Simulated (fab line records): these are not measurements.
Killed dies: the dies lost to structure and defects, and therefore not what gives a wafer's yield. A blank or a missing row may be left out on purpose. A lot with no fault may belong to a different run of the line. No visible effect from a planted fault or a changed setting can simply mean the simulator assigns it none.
Which tool was responsible? | flow nand harc | 13 lots, 38 wafers sampled, at 5 steps of a route of 1302

== WHAT EACH GAUGE READ, for each wafer ==
NHARC_END_SORT_01.
lot  | measured     | on        | killed at array | killed at other | killed at periphery | killed dies | killed open | killed short
L795 | day 27 02:20 | prober-01 | 676 671         | 0 3             | 1 3                 | 677 677     | 5 6         | 0 6

== TOOL THAT RAN EACH LOT (tool first, then ch and the chambers of the sampled wafers, then the start) ==
lot  | NHARC_A_STAIRCASE_CVD_552   | NHARC_A_BONDPAD_DEGAS_25     | NHARC_THIN_TSV_DEP_47           | NHARC_THIN_TSV_ETCH_36
L788 | lpcvd-01 ch 1, day 17 21:29 | pvd sputter-02, day 23 08:11 | pecvd-01 ch 0,1, day 24 01:07   | rie metal-02 ch 0,1, day 24 05:50
L789 | lpcvd-01 ch 1, day 18 01:31 | pvd sputter-01, day 23 03:17 | pecvd-02 ch 0,1,2, day 23 21:02 | rie metal-01 ch 0,1, day 24 01:33
L790 | lpcvd-01 ch 0, day 18 08:19 | pvd sputter-02, day 23 19:22 | pecvd-02 ch 0,1, day 24 11:10   | rie metal-01 ch 0,1, day 24 15:41
L794 | lpcvd-02 ch 0, day 19 06:42 | pvd sputter-03, day 25 09:32 | pecvd-04 ch 0,2, day 26 01:16   | rie metal-02 ch 0, day 26 05:55
L795 | lpcvd-01 ch 0, day 20 00:59 | -                            | -                               | -
L799 | lpcvd-02 ch 0, day 22 01:40 | pvd sputter-02, day 27 13:52 | pecvd-02 ch 0,1,2, day 28 09:40 | rie metal-02 ch 0,1, day 28 14:17
L800 | lpcvd-02 ch 1, day 22 09:05 | pvd sputter-01, day 27 13:19 | pecvd-01 ch 1,2, day 28 08:28   | rie metal-01 ch 0,1, day 28 13:05
L801 | lpcvd-01 ch 1, day 23 08:05 | pvd sputter-03, day 28 19:26 | pecvd-04 ch 0,2, day 29 11:53   | rie metal-01 ch 0,1, day 29 16:20
L805 | lpcvd-02 ch 1, day 24 22:17 | pvd sputter-02, day 30 23:38 | pecvd-01 ch 0,1,2, day 31 15:31 | rie metal-02 ch 0,1, day 31 19:55
L807 | lpcvd-02 ch 0, day 25 08:47 | pvd sputter-02, day 31 09:32 | pecvd-02 ch 0,1, day 32 06:15   | rie metal-03 ch 0,1, day 32 10:46
L806 | lpcvd-01 ch 1, day 25 12:15 | pvd sputter-01, day 31 03:20 | pecvd-02 ch 0,1,2, day 31 19:37 | rie metal-02 ch 1, day 32 00:17
L810 | lpcvd-02 ch 1, day 26 13:59 | pvd sputter-03, day 32 01:09 | pecvd-01 ch 0,1, day 32 22:43   | rie metal-02 ch 0,1, day 33 03:16
L811 | lpcvd-02 ch 1, day 26 13:59 | pvd sputter-01, day 32 04:10 | pecvd-04 ch 0,2, day 33 09:27   | rie metal-01 ch 0,1, day 33 14:25
- NHARC_A_STAIRCASE_CVD_552: deposits SiNx, target thk 40 nm.
- NHARC_A_BONDPAD_DEGAS_25: time 60 s.
- NHARC_THIN_TSV_DEP_47: deposits SiO2, target thk 200 nm.
- NHARC_THIN_TSV_ETCH_36: etches the open film in Cl2/BCl3, target depth 65 nm, time 18.571 s.

== WHAT THE TOOLS THEMSELVES READ (means of the sampled wafers that have a number; where no wafer has one, the mark that the record gives instead) ==
NHARC_A_STAIRCASE_CVD_552.
lot  | tool     | spike tc bottom C (C)
L788 | lpcvd-01 | 722.9
L789 | lpcvd-01 | 722.2
L790 | lpcvd-01 | 719.3
L794 | lpcvd-02 | 721.5
L795 | lpcvd-01 | 720.5
L799 | lpcvd-02 | 719.4
L800 | lpcvd-02 | 724.1
L801 | lpcvd-01 | 723.1
L805 | lpcvd-02 | 723.0
L807 | lpcvd-02 | 719.0
L806 | lpcvd-01 | 723.9
L810 | lpcvd-02 | 725.3
L811 | lpcvd-02 | 723.3

NHARC_A_BONDPAD_DEGAS_25.
lot  | tool           | heater power w (W)
L788 | pvd sputter-02 | 526
L789 | pvd sputter-01 | 506
L790 | pvd sputter-02 | 525
L794 | pvd sputter-03 | 463
L799 | pvd sputter-02 | 510
L800 | pvd sputter-01 | 528
L801 | pvd sputter-03 | 459
L805 | pvd sputter-02 | 496
L807 | pvd sputter-02 | 523
L806 | pvd sputter-01 | 502
L810 | pvd sputter-03 | 436
L811 | pvd sputter-01 | 497

NHARC_THIN_TSV_DEP_47.
lot  | tool     | chamber pressure Torr (Torr) | throttle valve pct (%)
L788 | pecvd-01 | 6.518                        | 16.0
L789 | pecvd-02 | 6.501                        | 15.5
L790 | pecvd-02 | 6.493                        | 15.5
L794 | pecvd-04 | 6.501                        | 16.0
L799 | pecvd-02 | 6.491                        | 15.7
L800 | pecvd-01 | 6.495                        | 16.1
L801 | pecvd-04 | 6.502                        | 15.7
L805 | pecvd-01 | 6.502                        | 16.2
L807 | pecvd-02 | 6.507                        | 15.8
L806 | pecvd-02 | 6.503                        | 15.7
L810 | pecvd-01 | 6.505                        | 15.9
L811 | pecvd-04 | 6.500                        | 15.9

NHARC_THIN_TSV_ETCH_36.
lot  | tool         | drypump motor current A (A) | oes product au (a.u.)
L788 | rie metal-02 | 4.8                         | 0.980
L789 | rie metal-01 | 5.3                         | 0.996
L790 | rie metal-01 | 5.6                         | 0.989
L794 | rie metal-02 | 5.1                         | 1.000
L799 | rie metal-02 | 5.0                         | 0.998
L800 | rie metal-01 | 5.3                         | 1.005
L801 | rie metal-01 | 5.3                         | 0.999
L805 | rie metal-02 | 4.8                         | 0.998
L807 | rie metal-03 | 5.6                         | 0.987
L806 | rie metal-02 | 4.6                         | 0.984
L810 | rie metal-02 | 5.0                         | 1.003
L811 | rie metal-01 | 5.6                         | 0.997

== THE ANSWER, worked out from the rows above alone ==
Rule: usual is defined by the lots themselves. The widest of any qualifying gaps counts: lots, ordered by their means at a reading, are off when they make up no more than a third of the lots, leave a main group of 4 or more, and stand apart from it by 3 or more times the standard deviation of that group's means. The tables above print the reading to a certain number of digits; a main group whose means all agree to those digits is not used. Also off: a lot with no number at a reading for which 4 or more lots have one. The other lots that the step has rows for count as sound. First the gauges in route order, then the tools' own readings, where a lot's mean is used as printed above. The first step at which some lot is off is used, and at that step the reading that is off furthest; a lot without a number counts as furthest.
Nothing can be told from this: no lot is off at any reading shown.

== WHAT HAD BEEN PUT IN BY THE SIMULATOR ==
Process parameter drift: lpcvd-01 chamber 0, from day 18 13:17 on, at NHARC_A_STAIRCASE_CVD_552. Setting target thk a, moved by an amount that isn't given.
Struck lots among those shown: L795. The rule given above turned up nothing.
